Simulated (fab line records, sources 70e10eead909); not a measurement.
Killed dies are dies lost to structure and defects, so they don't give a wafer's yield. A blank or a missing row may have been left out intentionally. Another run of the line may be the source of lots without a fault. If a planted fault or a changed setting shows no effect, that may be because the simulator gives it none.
Chamber matching	flow nand_harc	NHARC_P_M0_DEP_32 on pecvd-01: 3 sister chambers
The step deposits SiCN, target thk 30 nm. 3 wafers are shown with their chamber, then 11 later ones without.

## WAFERS WITH THEIR CHAMBER
wafer	chamber	heater_power_w (W)
L087.4	2	617
L087.6	1	594
L090.1	0	536

## WAFERS WITHOUT THEIR CHAMBER
wafer	heater_power_w (W)
L090.2	543
L090.5	528
L092.1	554
L092.2	528
L092.3	623
L091.2	519
L091.4	581
L091.6	521
L093.2	599
L093.5	577
L093.6	583

## EACH ONE'S CHAMBER
wafer	from the rows above	in truth
L090.2	0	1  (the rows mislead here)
L090.5	0	0
L092.1	can't be placed: 0 or 1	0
L092.2	0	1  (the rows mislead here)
L092.3	can't be placed: 2 or 1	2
L091.2	0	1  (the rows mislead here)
L091.4	can't be placed: 1 or 2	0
L091.6	0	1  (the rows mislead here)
L093.2	can't be placed: 1 or 2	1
L093.5	can't be placed: 1 or 2 or 0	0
L093.6	can't be placed: 1 or 2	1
Correctly placed: 1 of 11. Not placeable from these rows: 6 (in 5, the candidates include the true chamber). Placed wrongly: 4.
How it was worked out, from the rows above alone: a wafer's distance from a chamber is the root of the sum, over the readings, of the square of ((its reading less the chamber's mean) divided by the reading's scatter). If the next closest chamber is less than 2 further off than the closest, the wafer can't be placed; otherwise it belongs to the closest. For every chamber, the mean is computed from those of its wafers that are shown. The scatter: with one shown wafer a chamber, the root of the mean of the squares of how far each hidden wafer lies from its nearest shown one.
